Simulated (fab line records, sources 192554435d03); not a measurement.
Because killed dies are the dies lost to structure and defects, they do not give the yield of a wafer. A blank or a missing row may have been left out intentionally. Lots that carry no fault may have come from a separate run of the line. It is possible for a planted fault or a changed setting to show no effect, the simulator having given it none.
Split-lot experiment :: flow n5-finfet :: 21 wafers read across 7 lots, on a route 1938 steps long

## THE SPLIT ITSELF
At N5_BEOL_M5_ETCH_72 (etches underlayer in N2/H2, target depth 6.5 nm, time 5.2 s), the setting bias-w was moved away from the recipe's 150 W on 6 of the 21 wafers read, by -17.9% to +16.3%. The other wafers ran this setting at the recipe's value.

The reading is taken at the split's own step.

## THE READING
rf-vpp-V, in V, at N5_BEOL_M5_ETCH_72 (etches underlayer in N2/H2, target depth 6.5 nm, time 5.2 s). On this fab line, fault-free wafers typically give 523.9 V with a standard deviation of 2.2 V.

wafer: L074.2
tool, chamber at the split: rie-diel-04, 3
bias-w as run, W: 150
against the recipe: recipe
rf-vpp-V, V: 524.6
against lot-mates on the recipe: -

wafer: L074.3
tool, chamber at the split: rie-diel-04, 1
bias-w as run, W: 150
against the recipe: recipe
rf-vpp-V, V: 524.6
against lot-mates on the recipe: -

wafer: L074.4
tool, chamber at the split: rie-diel-04, 1
bias-w as run, W: 150
against the recipe: recipe
rf-vpp-V, V: 524.4
against lot-mates on the recipe: -

wafer: L079.3
tool, chamber at the split: rie-diel-04, 2
bias-w as run, W: 150
against the recipe: recipe
rf-vpp-V, V: 525.2
against lot-mates on the recipe: -

wafer: L079.4
tool, chamber at the split: rie-diel-04, 0
bias-w as run, W: 150
against the recipe: recipe
rf-vpp-V, V: 522.6
against lot-mates on the recipe: -

wafer: L079.5
tool, chamber at the split: rie-diel-04, 0
bias-w as run, W: 150
against the recipe: recipe
rf-vpp-V, V: 519.5
against lot-mates on the recipe: -

wafer: L081.1
tool, chamber at the split: rie-diel-04, 1
bias-w as run, W: 150
against the recipe: recipe
rf-vpp-V, V: 524.0
against lot-mates on the recipe: -

wafer: L081.3
tool, chamber at the split: rie-diel-04, 3
bias-w as run, W: 124.2
against the recipe: -17.2%
rf-vpp-V, V: 464.7
against lot-mates on the recipe: -59.3

wafer: L081.5
tool, chamber at the split: rie-diel-04, 0
bias-w as run, W: 124.2
against the recipe: -17.2%
rf-vpp-V, V: 462.3
against lot-mates on the recipe: -61.7

wafer: L082.1
tool, chamber at the split: rie-diel-05, 2
bias-w as run, W: 174.4
against the recipe: +16.3%
rf-vpp-V, V: 575.2
against lot-mates on the recipe: +49.8

wafer: L082.2
tool, chamber at the split: rie-diel-05, 0
bias-w as run, W: 150
against the recipe: recipe
rf-vpp-V, V: 523.9
against lot-mates on the recipe: -

wafer: L082.4
tool, chamber at the split: rie-diel-05, 3
bias-w as run, W: 150
against the recipe: recipe
rf-vpp-V, V: 526.9
against lot-mates on the recipe: -

wafer: L083.2
tool, chamber at the split: rie-diel-04, 1
bias-w as run, W: 125
against the recipe: -16.7%
rf-vpp-V, V: 467.5
against lot-mates on the recipe: -56.2

wafer: L083.4
tool, chamber at the split: rie-diel-04, 0
bias-w as run, W: 150
against the recipe: recipe
rf-vpp-V, V: 521.8
against lot-mates on the recipe: -

wafer: L083.5
tool, chamber at the split: rie-diel-04, 3
bias-w as run, W: 150
against the recipe: recipe
rf-vpp-V, V: 525.6
against lot-mates on the recipe: -

wafer: L087.2
tool, chamber at the split: rie-diel-05, 3
bias-w as run, W: 123.2
against the recipe: -17.9%
rf-vpp-V, V: 465.5
against lot-mates on the recipe: -58.8

wafer: L087.4
tool, chamber at the split: rie-diel-05, 2
bias-w as run, W: 150
against the recipe: recipe
rf-vpp-V, V: 524.3
against lot-mates on the recipe: -

wafer: L087.5
tool, chamber at the split: rie-diel-05, 0
bias-w as run, W: 150
against the recipe: recipe
rf-vpp-V, V: 524.2
against lot-mates on the recipe: -

wafer: L097.1
tool, chamber at the split: rie-diel-05, 3
bias-w as run, W: 150
against the recipe: recipe
rf-vpp-V, V: 527.2
against lot-mates on the recipe: -

wafer: L097.3
tool, chamber at the split: rie-diel-05, 2
bias-w as run, W: 150
against the recipe: recipe
rf-vpp-V, V: 523.4
against lot-mates on the recipe: -

wafer: L097.6
tool, chamber at the split: rie-diel-05, 3
bias-w as run, W: 170.6
against the recipe: +13.7%
rf-vpp-V, V: 569.9
against lot-mates on the recipe: +44.6

THE FIT
A straight line over all 21 wafers: rf-vpp-V changes by +3.36 V for each +1% of bias-w; r = +1.00; the points scatter about the line by 2.1 V.
The same after taking each lot's own level away (the mean of its wafers on the recipe; 21 wafers): +3.33 V for each +1%; r = +1.00; scatter 2 V.
The reading moves by 60 V for the largest change in bias-w, on that fit.
Across the lots, their own levels run from 522.43 to 525.40 V, a range of 1.3 times the standard deviation given above.
So the lot-to-lot level changes the slope little: the two slopes agree.
Check: with one of the wafers moved furthest among these (-17.9%) left out of the fit, the line predicts -60.4 V for it against its lot-mates. Against them it came out at -58.8 V.
Tool readings at the split's step, against how far the setting was moved: etch-rf-on-time-s r = -0.86; rf-vpp-V r = +1.00.

## THE WHOLE CHAIN: every reading that the file lists as answering this split, in the file's order
step: N5_BEOL_M5_ETCH_72
what it does: etches underlayer in N2/H2, target depth 6.5 nm, time 5.2 s
reading: etch-rf-on-time-s
change (the file's fit): withheld for each +1% of the setting
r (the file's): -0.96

step: N5_BEOL_M5_ETCH_72
what it does: etches underlayer in N2/H2, target depth 6.5 nm, time 5.2 s
reading: rf-vpp-V
change (the file's fit): +3.31 V for each +1% of the setting
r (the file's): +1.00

## FILE'S OWN FIT
rf-vpp-V changes by +3.31 V for each +1% of bias-w, r = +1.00.
